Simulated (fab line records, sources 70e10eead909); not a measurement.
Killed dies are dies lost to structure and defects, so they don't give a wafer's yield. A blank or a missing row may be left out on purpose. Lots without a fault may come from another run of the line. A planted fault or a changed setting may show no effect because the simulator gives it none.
A struck lot beside a sound one | flow nand_harc | 13 steps out of a route of 1159
Sound: wafers L341.2, L341.3, L341.5. Struck: wafers L336.2, L336.3, L336.5. The cause comes at the end.
At each step with rows: each side's tool, then ch and its chambers, then its first start. Under that, the readings that differ: sound wafers | struck wafers | difference of the means | sigmas: that difference in standard deviations of wafers without a fault.
alike: readings whose means differ by less than 2 such deviations, and words and numbers that are the same on both sides. not compared: withheld readings, readings that some wafer has no value for, bounds like >300 that may hide the same value, and numbers for which the record gives no deviation and whose values overlap.
The two part at a step that has a row with sigmas, a row that says differs or no value, or rows on one side only. Numbers that don't overlap but have no deviation are shown without sigmas and don't part them. A reading that every wafer of one side lacks parts them only if that side has two wafers or more.

NHARC_P_CONTACT_CMP_24: polishes, t overpolish 30 s, target thk 200 nm.
  sound on cmp-04 ch 2,3, day 9 18:52; struck on cmp-04 ch 2,3, day 9 00:59
  alike: motor_current_A, overpolish_run_s, slurry_flow_ml_min, time_to_endpoint_s
  not compared: pad_life_wafers
then, 1 step without rows for these wafers: NHARC_P_CONTACT_SRD_26.
NHARC_P_CONTACT_INSPECT_27:
  sound on defect_inspect-01, day 9 19:16; struck on defect_inspect-02, day 9 01:23
  alike: raw_defect_count
then, 8 steps without rows for these wafers: NHARC_P_M0_DEP_00 (deposits SiOC, target thk 150 nm); NHARC_P_M0_DEHYDRATE_01 (time 120 s); NHARC_P_M0_HMDS_02 (time 30 s); NHARC_P_M0_COAT_33 (time 65 s); NHARC_P_M0_COAT_03 (resist thk 90 nm); NHARC_P_M0_SOFTBAKE_04 (time 55 s); NHARC_P_M0_EBR_05; NHARC_P_M0_EXPOSE_06 (exposes mask P M0, target cd 90 nm).
NHARC_P_M0_PEB_07: peb time 65 s.
  sound on litho_track-06 ch 0, day 9 19:59; struck on litho_track-01, day 9 02:13
  no value came back on the struck wafers for chill_plate_temp_C (C), exhaust_pa (Pa); on the sound wafers chill_plate_temp_C (C) reads 22.95 23.02 22.89
then, 1 step without rows for these wafers: NHARC_P_M0_DEVELOP_08 (develop time 35 s).

WHERE THEY PART
Only at NHARC_P_M0_PEB_07, within this record.

WHY: what the simulator had put in
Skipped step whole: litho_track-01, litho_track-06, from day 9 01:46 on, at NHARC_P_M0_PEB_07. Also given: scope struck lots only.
